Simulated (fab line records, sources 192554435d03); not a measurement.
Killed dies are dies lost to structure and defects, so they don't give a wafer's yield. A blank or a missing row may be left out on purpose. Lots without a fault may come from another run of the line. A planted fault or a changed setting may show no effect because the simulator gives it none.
Problem report in the 8D (eight disciplines) form, filled by code | flow n5_finfet | the parts of the form that need people (team, actions taken, sign-off) are left out

1. THE PROBLEM
cd_nm at N5_MOL_CONTACT_COAG_CD_MEAS_40 reads a mean of 9.78 nm on 1 wafer of 1 lot; wafers without a fault read 25.03 nm with a standard deviation of 0.21. That is -73 standard deviations from the usual mean.
The step: target cd 25.1 nm.
First seen on wafer L464.6, day 10 20:11, on cd_sem-03. The record holds 27 wafers of 9 lots with a number at this step. Rule for "out", or "out of limits": more than 4 standard deviations from the usual mean. The other wafers with a number count as sound.

2. WHAT IT IS AND WHAT IT IS NOT
question                    | is                | is not
which readings at this step | cd_nm             | -
which lots                  | L464              | L444, L445, L447, L451, L452, L453, L454, L457
which wafers of those lots  | L464.6            | L464.1, L464.3
read on which gauges        | cd_sem-03         | cd_sem-01, cd_sem-02
when                        | from day 10 20:11 | up to then (26 sound wafers)

3. SUSPECTS, AND WHAT RULES EACH OUT
Counting: a tool at a process step up to the reading stays a suspect if it ran every lot that is out. Sound lots after the first of them don't rule it out here, since some wafers of a struck lot are sound.
- the gauge at N5_MOL_CONTACT_COAG_CD_MEAS_40: ruled out. All the wafers that are out were read on cd_sem-03, but those of them that N5_MOL_CONTACT_COAG_CD_MEAS_101 has rows for are out there too, on other tools.
- euv_scanner-02 at N5_MOL_CONTACT_COAG_EXPOSE_37 (exposes mask VD, defocus 0 nm): kept. It ran the lot that is out, L464 (day 10 20:02); its last sound lot up to then is L457 (day 9 05:06).
Left after counting: euv_scanner-02 at N5_MOL_CONTACT_COAG_EXPOSE_37.

4. THE CAUSE (what the simulator had put in)
Process parameter drift: euv_scanner-02, from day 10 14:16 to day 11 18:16, at N5_MOL_CONTACT_COAG_EXPOSE_37. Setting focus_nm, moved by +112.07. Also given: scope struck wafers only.
Counting left only this tool.

5. THE CHAIN OF EFFECTS, in route order
Each row: a reading whose mean over the struck wafers that have a number lies more than 3 standard deviations from the usual. Only readings for which the record gives a usual standard deviation are gone through. hours: the time from each lot's start at the first step in this table that gives one to its start at this step, as a median over the lots. sigmas: the change in usual standard deviations.
hours | step                            | reading              | usual    | on struck wafers | change | sigmas
0     | N5_MOL_CONTACT_COAG_CD_MEAS_40  | cd_nm                | 25.03 nm | 9.78             | -15.25 | -73
1     | N5_MOL_CONTACT_COAG_CD_MEAS_101 | cd_nm                | 16.0 nm  | 0.7              | -15.3  | -44
194   | N5_PASSIVATION_PROBE_49         | defect_limited_yield | 91.3 %   | 0.0              | -91.3  | -54
194   | N5_PASSIVATION_PROBE_49         | killed_at_contacts   | 13       | 1082             | +1069  | +99 or more
194   | N5_PASSIVATION_PROBE_49         | killed_dies          | 103      | 1180             | +1077  | +54
194   | N5_PASSIVATION_PROBE_49         | killed_on_rim        | 14       | 152              | +138   | +32
194   | N5_PASSIVATION_PROBE_49         | sort_bin_5_function  | 5.1 %    | 30.4             | +25.3  | +23
194   | N5_PASSIVATION_PROBE_49         | sort_n_pass          | 1077     | 0                | -1077  | -54
194   | N5_PASSIVATION_PROBE_49         | sort_yield_pct       | 91.3 %   | 0.0              | -91.3  | -54
The process steps in it:
- N5_PASSIVATION_PROBE_49
Later measuring or inspecting steps at which every struck wafer that the step has a row for has a number for every such reading, and none has moved that far: N5_MOL_CONTACT_COAG_OVL_MEAS_41.

6. WHAT WOULD HAVE CAUGHT IT SOONER
In this record the first reading out of limits at a measuring or inspecting step was taken at day 10 20:11, 6 hours after the fault began at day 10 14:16.
All the lots that are out (1) had begun N5_MOL_CONTACT_COAG_EXPOSE_37 on euv_scanner-02 by day 10 20:11. A hold on the tool at that time would have spared none of them.
